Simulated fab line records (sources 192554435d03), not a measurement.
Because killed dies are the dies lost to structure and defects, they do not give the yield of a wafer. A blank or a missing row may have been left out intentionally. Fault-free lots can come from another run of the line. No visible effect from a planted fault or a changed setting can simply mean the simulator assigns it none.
Split-lot study + flow n5Finfet + 7 lots, 21 wafers read, on a route of 1938 steps

## THE SPLIT ITSELF
At N5_BEOL_M14_ETCH_59 (etches BARC in N2/H2, target depth 89 nm, overetch 26.7 nm, time 67.9 s), the setting timeS was moved away from the recipe's 67.9 s on 4 of the 21 wafers read, by -18.8% to -16.0%. This setting was run at the recipe's value on the other wafers.

The reading comes from the split's own step.

## THE READING
coat_of_BEOL_M14_COAT_04.thkNm (the simulator's own value, which no gauge read), in nm, at N5_BEOL_M14_ETCH_59 (etches BARC in N2/H2, target depth 89 nm, overetch 26.7 nm, time 67.9 s). No usual value for it is given in the file. Across the 17 wafers here that went through the recipe, the average is 717.8 nm and the standard deviation 3.3 nm.

| wafer  | tool, chamber at the split | timeS as run, s | against the recipe | coat_of_BEOL_M14_COAT_04.thkNm, nm | against lot-mates on the recipe |
|--------|----------------------------|-----------------|--------------------|------------------------------------|---------------------------------|
| L075.1 | rieDiel-06, 1              | 67.9            | recipe             | 722                                | -                               |
| L075.3 | rieDiel-06, 2              | 67.9            | recipe             | 718.8                              | -                               |
| L075.4 | rieDiel-06, 1              | 67.9            | recipe             | 717.8                              | -                               |
| L078.1 | rieDiel-01, 1              | 67.9            | recipe             | 721.4                              | -                               |
| L078.2 | rieDiel-01, 2              | 57.05           | -16.0%             | 732.8                              | +14.4                           |
| L078.6 | rieDiel-01, 0              | 67.9            | recipe             | 715.4                              | -                               |
| L085.1 | rieDiel-05, 3              | 67.9            | recipe             | 720                                | -                               |
| L085.5 | rieDiel-05, 0              | 67.9            | recipe             | 719.4                              | -                               |
| L085.6 | rieDiel-05, 2              | 67.9            | recipe             | 717.2                              | -                               |
| L087.3 | rieDiel-06, 0              | 55.14           | -18.8%             | 733.8                              | +15.2                           |
| L087.4 | rieDiel-06, 2              | 67.9            | recipe             | 718.6                              | -                               |
| L087.6 | rieDiel-06, 0              | 55.14           | -18.8%             | 731.2                              | +12.6                           |
| L093.3 | rieDiel-05, 0              | 67.9            | recipe             | 714.4                              | -                               |
| L093.4 | rieDiel-05, 1              | 67.9            | recipe             | 713                                | -                               |
| L093.6 | rieDiel-05, 1              | 67.9            | recipe             | 711                                | -                               |
| L097.3 | rieDiel-06, 1              | 56.57           | -16.7%             | 732.6                              | +10.1                           |
| L097.5 | rieDiel-06, 1              | 67.9            | recipe             | 722.6                              | -                               |
| L097.6 | rieDiel-06, 2              | 67.9            | recipe             | 722.4                              | -                               |
| L092.1 | rieDiel-05, 1              | 67.9            | recipe             | 716.8                              | -                               |
| L092.3 | rieDiel-05, 0              | 67.9            | recipe             | 716.4                              | -                               |
| L092.6 | rieDiel-05, 1              | 67.9            | recipe             | 715.2                              | -                               |

FIT RESULTS
A straight line over all 21 wafers: coat_of_BEOL_M14_COAT_04.thkNm changes by -0.838 nm for each +1% of timeS; r = -0.89; the points scatter about the line by 3.2 nm.
The same after taking each lot's own level away (the mean of its wafers on the recipe; 21 wafers): -0.742 nm for each +1%; r = -0.95; scatter 1.7 nm.
That fit puts the effect of the largest move of timeS on the reading at 14 nm.
From 712.80 to 722.50 nm: that is the span of the lots' own levels, equal to 3.0 times the standard deviation above.
So the lot-to-lot level changes the slope: the two fits differ.
Check: for one of the wafers moved furthest among these (-18.8%), held out of the fit, the line's prediction against its lot-mates is +13.5 nm. Against them it came out at +15.2 nm.

## OTHER SPLITS ON THESE WAFERS
Other splits were also applied to these wafers ahead of the reading. Each is held against what the fit with the lots' levels taken away leaves over:
| other split on the same wafers | wafers away from the commonest value | r with coat_of_BEOL_M14_COAT_04.thkNm (lot level and that fit taken away) |
|--------------------------------|--------------------------------------|---------------------------------------------------------------------------|
| N5_BEOL_M11_COAT_59 spinRpm    | 7                                    | -0.07                                                                     |
| N5_BEOL_M11_DEP_56 timeS       | 10                                   | -0.09                                                                     |
| N5_BEOL_M12_ILD_DEP_00 timeS   | 8                                    | +0.24                                                                     |
| N5_BEOL_M14_ILD_DEP_00 tempC   | 9                                    | -0.22                                                                     |

## THE FILE'S OWN FIT
coat_of_BEOL_M14_COAT_04.thkNm changes by -0.744 nm for each +1% of timeS, r = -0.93.
